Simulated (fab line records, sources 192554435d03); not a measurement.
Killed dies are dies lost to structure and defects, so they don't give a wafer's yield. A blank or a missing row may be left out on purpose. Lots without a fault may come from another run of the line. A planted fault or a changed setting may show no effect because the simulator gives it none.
Chamber matching | flow n5_finfet | N5_HKMG_FIN_STRIP_57 on rie_diel-06: 4 sister chambers
The step strips in CF4. 4 wafers are shown with their chamber, then 10 later ones without.

WAFERS WITH THEIR CHAMBER
wafer  | chamber | showerhead_plenum_p_Torr (Torr)
L084.1 | 3       | 1.68
L087.2 | 0       | 1.72
L087.5 | 1       | 1.79
L088.4 | 2       | 1.78

WAFERS WITHOUT THEIR CHAMBER
wafer  | showerhead_plenum_p_Torr (Torr)
L088.5 | 1.72
L089.1 | 1.78
L089.2 | 1.72
L089.3 | 1.79
L089.4 | 1.78
L089.5 | 1.72
L089.6 | 1.79
L097.1 | 1.71
L097.2 | 1.77
L097.5 | 1.89

WHICH CHAMBER EACH WENT THROUGH
wafer  | from the rows above          | in truth
L088.5 | can't be placed: 0 or 3 or 2 | 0
L089.1 | can't be placed: 2 or 1 or 0 | 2
L089.2 | can't be placed: 0 or 3 or 2 | 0
L089.3 | can't be placed: 1 or 2      | 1
L089.4 | can't be placed: 2 or 1 or 0 | 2
L089.5 | can't be placed: 0 or 3 or 2 | 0
L089.6 | can't be placed: 1 or 2      | 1
L097.1 | can't be placed: 0 or 3 or 2 | 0
L097.2 | can't be placed: 2 or 1 or 0 | 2
L097.5 | can't be placed: 1 or 2      | 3
Placed correctly: 0 of 10. Can't be placed from these rows: 10 (the true chamber is among the candidates in 9). Placed wrongly: 0.
How it was worked out, from the rows above alone: a wafer's distance from a chamber is the root of the sum, over the readings, of the square of ((its reading less the chamber's mean) divided by the reading's scatter). The wafer belongs to the nearest chamber; if the next one is less than 2 further off, it can't be placed. A chamber's mean is the mean of its shown wafers. The scatter: with one shown wafer a chamber, the root of the mean of the squares of how far each hidden wafer lies from its nearest shown one.
